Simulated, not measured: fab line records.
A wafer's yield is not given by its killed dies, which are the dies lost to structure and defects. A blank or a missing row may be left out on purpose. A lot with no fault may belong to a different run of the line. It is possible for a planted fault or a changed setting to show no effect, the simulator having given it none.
Which of the tools did it? | flow nand_harc | 14 lots (42 wafers sampled), 1 step of a 1302-step route

== WHAT THE GAUGES SHOWED, per wafer ==
NHARC_A_ONON_D2_THK_MEAS_30: measures by ellipsometry.
lot  | measured     | on            | thk_nm (nm)
L594 | day 13 08:49 | film_metro-01 | 1018 1018 1020
L595 | day 13 19:47 | film_metro-02 | 984 983 985
L596 | day 13 19:49 | film_metro-01 | 1004 1004 1003
L597 | day 14 08:14 | film_metro-02 | 1006 1007 1006
L601 | day 16 08:36 | film_metro-01 | 994 994 994
L604 | day 16 21:05 | film_metro-01 | 1010 1010 1011
L606 | day 17 23:55 | film_metro-01 | 996 996 994
L607 | day 17 23:56 | film_metro-02 | 993 995 994
L612 | day 20 07:56 | film_metro-01 | 995 997 997
L613 | day 21 07:16 | film_metro-01 | 993 990 990
L614 | day 21 15:59 | film_metro-01 | 995 993 994
L615 | day 22 04:00 | film_metro-02 | 998 998 996
L616 | day 22 04:09 | film_metro-01 | 995 997 997
L617 | day 22 12:47 | film_metro-01 | 994 993 994

== TOOL THAT RAN EACH LOT (tool first, then ch and the chambers of the sampled wafers, then the start) ==
No process step before these readings appears in the record.

== WHAT THE TOOLS THEMSELVES READ (means of the sampled wafers that have a number; where no wafer has one, the mark that the record gives instead) ==
The record holds no such reading with a usual standard deviation.

== THE ANSWER, worked out from the rows above alone ==
Rule: usual is defined by the lots themselves. Put in order of their means at a reading, lots are off if they are a third of the lots or fewer, leave a main group of 4 or more, and stand apart from it by a gap of 3 or more times the standard deviation of the main group's means; of several such gaps the widest counts. The tables above print the reading to a certain number of digits; a main group whose means all agree to those digits is not used. A lot without any number at a reading at which 4 lots or more have one is off too. All remaining lots with rows at the step are treated as sound. First the gauges in route order, then the tools' own readings, where a lot's mean is used as printed above. The first step at which some lot is off is used, and at that step the reading that is off furthest; a lot without a number counts as furthest.
No lot is off at any reading shown: from this, nothing can be told.

== WHAT HAD BEEN PUT IN BY THE SIMULATOR ==
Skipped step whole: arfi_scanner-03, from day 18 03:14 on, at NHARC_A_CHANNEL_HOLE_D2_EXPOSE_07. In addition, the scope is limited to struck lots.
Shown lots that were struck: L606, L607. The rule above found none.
